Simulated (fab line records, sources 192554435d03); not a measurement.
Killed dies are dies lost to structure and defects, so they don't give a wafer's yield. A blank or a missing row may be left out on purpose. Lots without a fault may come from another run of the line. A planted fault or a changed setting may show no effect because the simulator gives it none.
A struck lot beside a sound one | flow n5_finfet | 18 steps out of a route of 1938
Sound: wafers L435.1, L435.2, L435.5. Struck: wafer L449.4. (L449.2, L449.6 of the same lot were not struck and are left out.) The cause comes at the end.
At each step with rows: each side's tool, then ch and its chambers, then its first start. Under that, the readings that differ: sound wafers | struck wafers | difference of the means | sigmas: that difference in standard deviations of wafers without a fault.
alike: readings whose means differ by less than 2 such deviations, and words and numbers that are the same on both sides. not compared: withheld readings, readings that some wafer has no value for, bounds like >300 that may hide the same value, and numbers for which the record gives no deviation and whose values overlap.
The two part at a step that has a row with sigmas, a row that says differs or no value, or rows on one side only. Numbers that don't overlap but have no deviation are shown without sigmas and don't part them. A reading that every wafer of one side lacks parts them only if that side has two wafers or more.

N5_BEOL_M1_INSPECT_30: inspects for defects (brightfield).
  sound on defect_inspect-02, day 7 21:19; struck on defect_inspect-02, day 11 05:37
  alike: raw_defect_count
then, 1 step without rows for these wafers: N5_BEOL_M1_DESCUM_33 (chemistry O2, time 7 s).
N5_BEOL_M1_ETCH_77: etches underlayer in N2/H2, target depth 6.5 nm, time 5.2 s.
  sound on rie_diel-01 ch 0,1,3, day 7 21:23; struck on rie_diel-02 ch 0, day 11 05:41
  alike: drypump_motor_current_A, etch_rf_on_time_s, h2_flow_sccm, oes_product_au, rf_fwd_power_W, rf_vpp_V, showerhead_plenum_p_Torr, throttle_valve_pct
  not compared: rf_hours_counter_h
then, 2 steps without rows for these wafers: N5_BEOL_M1_ETCH_69 (etches SiARC in CF4, target depth 15.6 nm, time 26 s); N5_BEOL_M1_ALD_98 (deposits SiO2, target thk 2.5 nm, pulse time 1 s, co reactant pulse time 1 s).
N5_BEOL_M1_ETCHBACK_99: etches SiO2 in CHF3, target depth 5 nm, time 10.4 s.
  sound on rie_diel-06 ch 1,2, day 7 23:50; struck on rie_diel-02 ch 0, day 11 06:54
  reading                         | sound             | struck | difference | sigmas
  rf_vpp_V (V)                    | 235.6 236.0 235.3 | 242.2  | +6.6       | +2
  showerhead_plenum_p_Torr (Torr) | 2.07 2.07 2.07    | 2.27   | +0.20      | +3
  alike: drypump_motor_current_A, oes_product_au, throttle_valve_pct
  not compared: rf_hours_counter_h
N5_BEOL_M1_ETCH_70: etches SOC in N2/H2, target depth 80 nm, overetch 16 nm, time 120 s.
  sound on rie_diel-06 ch 1,2, day 7 23:52; struck on rie_diel-02 ch 0, day 11 06:56
  reading                         | sound             | struck | difference | sigmas
  rf_vpp_V (V)                    | 522.2 521.5 519.9 | 527.8  | +6.6       | +2
  showerhead_plenum_p_Torr (Torr) | 2.44 2.44 2.44    | 2.69   | +0.25      | +3
  alike: drypump_motor_current_A, h2_flow_sccm, oes_product_au, rf_fwd_power_W, throttle_valve_pct
  not compared: rf_hours_counter_h
then, 2 steps without rows for these wafers: N5_BEOL_M1_STRIP_71 (strips in N2/H2); N5_BEOL_M1_STRIP_78 (strips in N2/H2).
N5_BEOL_M1_VIA_ETCH_34: etches the open film in C4F6/O2, target depth 67.8 nm, time 64.4 s.
  sound on rie_diel-06 ch 1,2, day 7 23:58; struck on rie_diel-02 ch 0, day 11 07:02
  reading                         | sound          | struck | difference | sigmas
  rf_vpp_V (V)                    | 651 649 652    | 669    | +18        | +2
  showerhead_plenum_p_Torr (Torr) | 2.74 2.74 2.74 | 2.99   | +0.25      | +3
  alike: drypump_motor_current_A, oes_ar_750_au, oes_f_703_au, oes_o_777_au, oes_product_au, rf_fwd_power_W, throttle_valve_pct
  not compared: rf_hours_counter_h
then, 2 steps without rows for these wafers: N5_BEOL_M1_STRIP_83 (strips in C4F6/O2); N5_BEOL_M1_STRIP_36 (strips in N2/H2).
N5_BEOL_M1_TRENCH_ETCH_37: etches SiOC in C4F6/O2, target depth 55.207 nm, time 29 s.
  sound on rie_diel-06 ch 1,2, day 8 00:04; struck on rie_diel-02 ch 0, day 11 07:08
  reading                                    | sound             | struck | difference | sigmas
  oes_ar_750_au (a.u.)                       | 0.79 0.76 0.76    | 1.10   | +0.33      | +6
  oes_f_703_au (a.u.)                        | 0.79 0.75 0.75    | 1.43   | +0.67      | +12
  oes_o_777_au (a.u.)                        | 0.79 0.75 0.75    | 1.39   | +0.63      | +11
  oes_product_au (a.u.)                      | 0.78 0.75 0.75    | 0.94   | +0.18      | +3
  rf_fwd_power_W (W)                         | 349.1 348.2 347.1 | 564.4  | +216.3     | +99 or more
  rf_vpp_V (V)                               | 653 649 651       | 531    | -120       | -15
  showerhead_plenum_p_Torr (Torr)            | 2.74 2.75 2.75    | 3.00   | +0.25      | +3
  model.BEOL_M1.feature_depth_nm (nm)        | 55.6 55.2 55.2    | 66.4   | +11.1      |
  model.etch.depth_nm (nm)                   | 55.51 55.26 55.16 | 66.3   | +11.0      |
  model.TiN_of_BEOL_M1_HM_DEP_02.thk_nm (nm) | 17.8 17.8 17.6    | 17.4   | -0.3       |
  alike: drypump_motor_current_A, throttle_valve_pct
  not compared: rf_hours_counter_h
then, 1 step without rows for these wafers: N5_BEOL_M1_ETCH_41 (etches SiCN in CH3F/O2, target depth 31.9 nm, time 57.8 s).
N5_BEOL_M1_STRIP_97: strips in N2/H2, time 10 s.
  sound on rie_diel-06 ch 1,2; struck on rie_diel-02 ch 0
  reading                         | sound          | struck | difference | sigmas
  showerhead_plenum_p_Torr (Torr) | 2.44 2.44 2.44 | 2.68   | +0.24      | +3
  alike: drypump_motor_current_A, h2_flow_sccm, oes_product_au, rf_vpp_V, throttle_valve_pct
  not compared: rf_hours_counter_h
N5_BEOL_M1_OCD_MEAS_38:
  sound on ocd-01, day 8 00:13; struck on ocd-01, day 11 07:18
  reading              | sound          | struck | difference | sigmas
  trench_depth_nm (nm) | 55.2 55.6 55.6 | 65.8   | +10.3      | +15
then, 1 step without rows for these wafers: N5_BEOL_M1_HM_STRIP_39 (strips TiN in peroxide tin strip, target depth 25 nm, time 158 s).
-- the record jumps here: 3 days lie between the struck wafers' starts before and after (it left off in module BEOL_M1 and takes up again in module BEOL_M4, whose first step shown is number 1111 of the route) --
N5_BEOL_M4_RC_MEAS_101:
  sound on prober-01 ch 0, day 9 18:40; struck on prober-01 ch 0, day 13 19:48
  reading       | sound          | struck | difference | sigmas
  SS_N (mV/dec) | 72.4 71.7 71.7 | 70.7   | -1.2       | -2
  alike: DIBL_N, DIBL_P, IOFF_N, IOFF_P, ION_N, ION_P, SS_P, VT_N, VT_P

WHERE THEY PART
First at N5_BEOL_M1_ETCHBACK_99; last, within this record, at N5_BEOL_M4_RC_MEAS_101.

WHY: what the simulator had put in
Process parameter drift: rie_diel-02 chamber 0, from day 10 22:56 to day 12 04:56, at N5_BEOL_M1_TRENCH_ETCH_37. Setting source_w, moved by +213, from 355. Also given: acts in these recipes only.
